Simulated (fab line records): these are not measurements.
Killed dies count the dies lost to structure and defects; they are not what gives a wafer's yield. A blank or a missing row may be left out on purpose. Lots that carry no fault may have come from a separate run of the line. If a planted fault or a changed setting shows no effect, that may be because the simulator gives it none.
Matching of chambers | flow nand harc | NHARC_A_BLC_STRIP_21 on rie diel-12: 4 sister chambers
The step strips in O2. 4 wafers are shown with their chamber, then 12 later ones without.

## WAFERS, EACH WITH ITS CHAMBER
wafer  | chamber | showerhead plenum p Torr (Torr)
L090.5 | 2       | 3.70
L093.1 | 3       | 3.39
L093.3 | 0       | 3.31
L093.5 | 1       | 3.40

## WAFERS MISSING THEIR CHAMBER
wafer  | showerhead plenum p Torr (Torr)
L097.1 | 3.39
L097.2 | 3.70
L097.6 | 3.38
L095.1 | 3.31
L095.3 | 3.38
L095.5 | 3.38
L095.2 | 3.40
L095.4 | 3.70
L095.6 | 3.31
L096.2 | 3.38
L096.4 | 3.70
L096.5 | 3.70

## WHICH CHAMBER EACH ONE RAN IN
wafer  | from the rows above     | in truth
L097.1 | can't be placed: 3 or 1 | 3
L097.2 | 2                       | 2
L097.6 | can't be placed: 3 or 1 | 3
L095.1 | 0                       | 0
L095.3 | can't be placed: 3 or 1 | 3
L095.5 | can't be placed: 3 or 1 | 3
L095.2 | can't be placed: 1 or 3 | 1
L095.4 | 2                       | 2
L095.6 | 0                       | 0
L096.2 | can't be placed: 3 or 1 | 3
L096.4 | 2                       | 2
L096.5 | 2                       | 2
Placed correctly: 6 of 12. Cannot be placed on the basis of these rows: 6; the candidates contain the true chamber in 6. Number placed wrongly: 0.
How it was worked out, from the rows above alone: a wafer's distance from a chamber is the root of the sum, over the readings, of the square of ((its reading less the chamber's mean) divided by the reading's scatter). If the next closest chamber is less than 2 further off than the closest, the wafer can't be placed; otherwise it belongs to the closest. A chamber's mean is the mean of its shown wafers. The scatter (one wafer shown for each chamber): square how far every hidden wafer sits from the nearest shown wafer, average those squares and take the square root.
